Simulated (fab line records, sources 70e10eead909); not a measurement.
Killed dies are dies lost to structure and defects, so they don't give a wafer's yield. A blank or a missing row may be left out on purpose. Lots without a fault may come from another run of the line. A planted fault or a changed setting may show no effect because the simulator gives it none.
Which tool did it? | flow nand_harc | 14 lots, 42 wafers sampled, at 5 steps of a route of 1302

WHAT THE GAUGES READ, wafer by wafer
NHARC_P_M2_CD_MEAS_16. Usual: cd_nm 169.8 nm, standard deviation 0.78.
lot  | measured     | on        | cd_nm (nm)        | flag
L388 | day 6 09:15  | cd_sem-01 | 168.8 169.2 167.6 |
L389 | day 6 23:57  | cd_sem-02 | 171.4 170.4 170.6 |
L392 | day 7 20:46  | cd_sem-02 | 170.1 170.7 170.0 |
L393 | day 8 10:30  | cd_sem-03 | 169.4 170.6 171.0 |
L395 | day 9 12:09  | cd_sem-01 | 169.9 168.6 170.6 |
L396 | day 9 21:28  | cd_sem-02 | 170.1 170.5 169.6 |
L401 | day 11 23:01 | cd_sem-03 | 171.1 168.7 168.6 |
L403 | day 12 14:28 | cd_sem-03 | 169.2 169.7 170.0 |
L404 | day 13 08:29 | cd_sem-02 | 170.3 169.7 169.4 |
L405 | day 13 12:38 | cd_sem-01 | 169.7 169.3 170.2 |
L406 | day 14 08:04 | cd_sem-03 | 170.2 169.3 170.1 |
L409 | day 14 23:06 | cd_sem-01 | 169.4 171.4 170.0 |
L410 | day 15 13:25 | cd_sem-02 | 170.2 170.9 171.0 |
L411 | day 16 01:01 | cd_sem-03 | 171.0 170.0 169.9 |

NHARC_P_M2_THK_MEAS_24: measures by xrf. Usual: thk_nm 144.2 nm, standard deviation 1.7.
lot  | measured     | on            | thk_nm (nm)                         | flag
L388 | day 6 11:22  | film_metro-01 | 143.0 143.7 142.8                   |
L389 | day 7 02:05  | film_metro-01 | 143.4 143.7 143.7                   |
L392 | day 7 22:53  | film_metro-01 | 145.1 145.9 147.2                   |
L393 | day 8 12:38  | film_metro-02 | 142.7 143.3 145.1                   |
L395 | day 9 14:33  | film_metro-01 | 143.0 143.8 143.9                   |
L396 | day 9 23:36  | film_metro-01 | 145.4 144.9 143.3                   |
L401 | day 12 01:10 | film_metro-02 | 145.3 145.8 143.6                   |
L403 | day 12 16:35 | film_metro-01 | 396.6 401.0 392.9 394.9 402.5 391.7 | OFF
L404 | day 13 10:37 | film_metro-01 | 407.4 397.6 406.4 406.5 397.1 404.5 | OFF
L405 | day 13 14:44 | film_metro-02 | 398.8 403.1 392.6 398.8 402.7 392.1 | OFF
L406 | day 14 10:14 | film_metro-02 | 143.8 146.6 143.3                   |
L409 | day 15 01:14 | film_metro-02 | 143.0 142.9 144.9                   |
L410 | day 15 15:32 | film_metro-02 | 140.4 145.0 141.9                   |
L411 | day 16 03:11 | film_metro-02 | 142.3 143.7 144.1                   |

WHICH TOOL RAN EACH LOT (tool, then ch and the chambers of the sampled wafers, then the start)
lot  | NHARC_P_M2_ETCH_15                            | NHARC_P_M2_ANNEAL_31             | NHARC_P_M2_CMP_23
L388 | rie_diel-07 ch 0,1,3, day 6 09:15 or earlier  | rtp_anneal-01 ch 0, day 6 10:51  | cmp-02 ch 0,1,2, day 6 11:05
L389 | rie_diel-06 ch 1,2, day 6 23:57 or earlier    | rtp_anneal-01 ch 0, day 7 01:25  | cmp-03 ch 0,3, day 7 01:46
L392 | rie_diel-02 ch 0,2,3, day 7 20:46 or earlier  | rtp_anneal-02 ch 0, day 7 22:16  | cmp-04 ch 0,1,3, day 7 22:34
L393 | rie_diel-06 ch 1,2, day 8 10:20               | rtp_anneal-01 ch 0, day 8 12:01  | cmp-03 ch 0,1,3, day 8 12:19
L395 | rie_diel-07 ch 0,3, day 9 12:09 or earlier    | rtp_anneal-02 ch 0, day 9 13:54  | cmp-04 ch 0,2,3, day 9 14:18
L396 | rie_diel-07 ch 1,2, day 9 21:28 or earlier    | rtp_anneal-01 ch 0, day 9 22:55  | cmp-03 ch 1,2, day 9 23:18
L401 | rie_diel-02 ch 2,3, day 11 23:01 or earlier   | rtp_anneal-01 ch 0, day 12 00:31 | cmp-03 ch 0,1,2, day 12 00:53
L403 | rie_diel-07 ch 0,1,2, day 12 14:28 or earlier | rtp_anneal-01 ch 0, day 12 15:58 | cmp-02 ch 1,2, day 12 16:16
L404 | rie_diel-02 ch 0,2,3, day 13 08:29 or earlier | rtp_anneal-01 ch 0, day 13 09:57 | cmp-04 ch 2,3, day 13 10:17
L405 | rie_diel-06 ch 0,1,3, day 13 12:38 or earlier | rtp_anneal-01 ch 0, day 13 14:08 | cmp-03 ch 0,2,3, day 13 14:27
L406 | rie_diel-06 ch 2,3, day 14 08:04 or earlier   | rtp_anneal-02 ch 0, day 14 09:42 | cmp-04 ch 1,2, day 14 09:55
L409 | rie_diel-06 ch 1,2,3, day 14 23:06 or earlier | rtp_anneal-02 ch 0, day 15 00:35 | cmp-02 ch 0,1,3, day 15 00:56
L410 | rie_diel-02 ch 1,2,3, day 15 13:25 or earlier | rtp_anneal-01 ch 0, day 15 14:53 | cmp-02 ch 0,1,2, day 15 15:17
L411 | rie_diel-06 ch 0,1, day 16 01:01 or earlier   | rtp_anneal-01 ch 0, day 16 02:34 | cmp-03 ch 1,2,3, day 16 02:54
- NHARC_P_M2_ETCH_15: etches the open film in C4F8/Ar, target depth 182.5 nm, time 91.2 s.
- NHARC_P_M2_ANNEAL_31: time 90 s.
- NHARC_P_M2_CMP_23: polishes, t overpolish 20 s, target thk 144.3 nm.

WHAT THE TOOLS THEMSELVES READ (means of the sampled wafers that have a number; where no wafer has one, the mark that the record gives instead)
NHARC_P_M2_ETCH_15. Usual: bias_w 299.9 W, standard deviation 0.84; oes_product_au 0.937 a.u., standard deviation 0.02; rf_vpp_V 441.9 V, standard deviation 2.2.
lot  | tool        | bias_w (W) | oes_product_au (a.u.) | rf_vpp_V (V) | flag
L388 | rie_diel-07 | 299.9      | 0.963                 | 442.0        |
L389 | rie_diel-06 | 299.3      | 0.949                 | 440.9        |
L392 | rie_diel-02 | 300.8      | 0.935                 | 440.3        |
L393 | rie_diel-06 | 300.1      | 0.937                 | 442.0        |
L395 | rie_diel-07 | 300.2      | 0.926                 | 440.3        |
L396 | rie_diel-07 | 299.0      | 0.912                 | 444.0        |
L401 | rie_diel-02 | 301.6      | 0.930                 | 440.2        |
L403 | rie_diel-07 | 300.3      | 0.912                 | 443.1        |
L404 | rie_diel-02 | 299.1      | 0.943                 | 440.6        |
L405 | rie_diel-06 | 299.8      | 0.961                 | 443.1        |
L406 | rie_diel-06 | 298.0      | 0.954                 | 442.4        |
L409 | rie_diel-06 | 300.6      | 0.950                 | 442.6        |
L410 | rie_diel-02 | 299.7      | 0.927                 | 440.4        |
L411 | rie_diel-06 | 299.3      | 0.958                 | 442.6        |

NHARC_P_M2_ANNEAL_31. Usual: anneal_temp_c_max 225.89, standard deviation 0.23; wafer_temp_C_max 226.25, standard deviation 0.3.
lot  | tool          | anneal_temp_c_max | wafer_temp_C_max | flag
L388 | rtp_anneal-01 | 225.98            | 225.90           |
L389 | rtp_anneal-01 | 226.09            | 226.38           |
L392 | rtp_anneal-02 | 225.80            | 226.46           |
L393 | rtp_anneal-01 | 225.88            | 226.42           |
L395 | rtp_anneal-02 | 225.96            | 226.14           |
L396 | rtp_anneal-01 | 226.03            | 225.99           |
L401 | rtp_anneal-01 | 226.33            | 226.09           |
L403 | rtp_anneal-01 | 225.86            | 226.08           |
L404 | rtp_anneal-01 | 225.99            | 226.62           |
L405 | rtp_anneal-01 | 226.14            | 225.96           |
L406 | rtp_anneal-02 | 225.84            | 226.80           |
L409 | rtp_anneal-02 | 225.78            | 226.31           |
L410 | rtp_anneal-01 | 225.86            | 226.30           |
L411 | rtp_anneal-01 | 225.84            | 225.93           |

NHARC_P_M2_CMP_23. Usual: edge_zone_pressure_frac 1.000, standard deviation 0.0051; motor_current_A 11.8 A, standard deviation 1.1; time_to_endpoint_s 27.9 s, standard deviation 2.8.
lot  | tool   | edge_zone_pressure_frac | motor_current_A (A) | time_to_endpoint_s (s) | flag
L388 | cmp-02 | 0.997                   | 11.3                | 25.0                   |
L389 | cmp-03 | 1.000                   | 10.7                | 28.8                   |
L392 | cmp-04 | 1.000                   | 12.3                | 29.1                   |
L393 | cmp-03 | 1.004                   | 11.3                | 26.0                   |
L395 | cmp-04 | 0.995                   | 11.7                | 31.4                   |
L396 | cmp-03 | 0.995                   | 13.4                | 27.8                   |
L401 | cmp-03 | 0.996                   | 11.7                | 28.7                   |
L403 | cmp-02 | -                       | -                   | -                      | OFF
L404 | cmp-04 | -                       | -                   | -                      | OFF
L405 | cmp-03 | -                       | -                   | -                      | OFF
L406 | cmp-04 | 0.999                   | 11.2                | 31.2                   |
L409 | cmp-02 | 1.002                   | 12.5                | 24.2                   |
L410 | cmp-02 | 1.005                   | 11.5                | 27.0                   |
L411 | cmp-03 | 0.999                   | 12.4                | 26.0                   |

THE ANSWER, worked out from the rows above alone
Rule: a lot is off if the mean of its wafers that have a number lies more than 3 standard deviations from the usual mean. A lot without any number at a reading at which 4 lots or more have one is off too. The other lots that the step has rows for count as sound. The gauges are gone through in route order, then the tools' own readings, and for those a lot's mean is taken as printed above. The first step at which some lot is off is used, and at that step the reading that is off furthest; a lot without a number counts as furthest.
Off: L403, L404, L405, at NHARC_P_M2_THK_MEAS_24 (thk_nm).
A tool fits if, at a process step before that reading, it ran every lot that is off, and no sound lot after the first of them. The gauges at NHARC_P_M2_THK_MEAS_24 aren't tried: what is off there is off at NHARC_P_M2_CMP_23 too, on other tools, and a gauge's error can't cause that. NHARC_P_M2_ETCH_15 gives no start for some lots, so the hours and the order of its lots are those of NHARC_P_M2_CD_MEAS_16. None of those tried fits.

WHAT THE SIMULATOR HAD PUT IN
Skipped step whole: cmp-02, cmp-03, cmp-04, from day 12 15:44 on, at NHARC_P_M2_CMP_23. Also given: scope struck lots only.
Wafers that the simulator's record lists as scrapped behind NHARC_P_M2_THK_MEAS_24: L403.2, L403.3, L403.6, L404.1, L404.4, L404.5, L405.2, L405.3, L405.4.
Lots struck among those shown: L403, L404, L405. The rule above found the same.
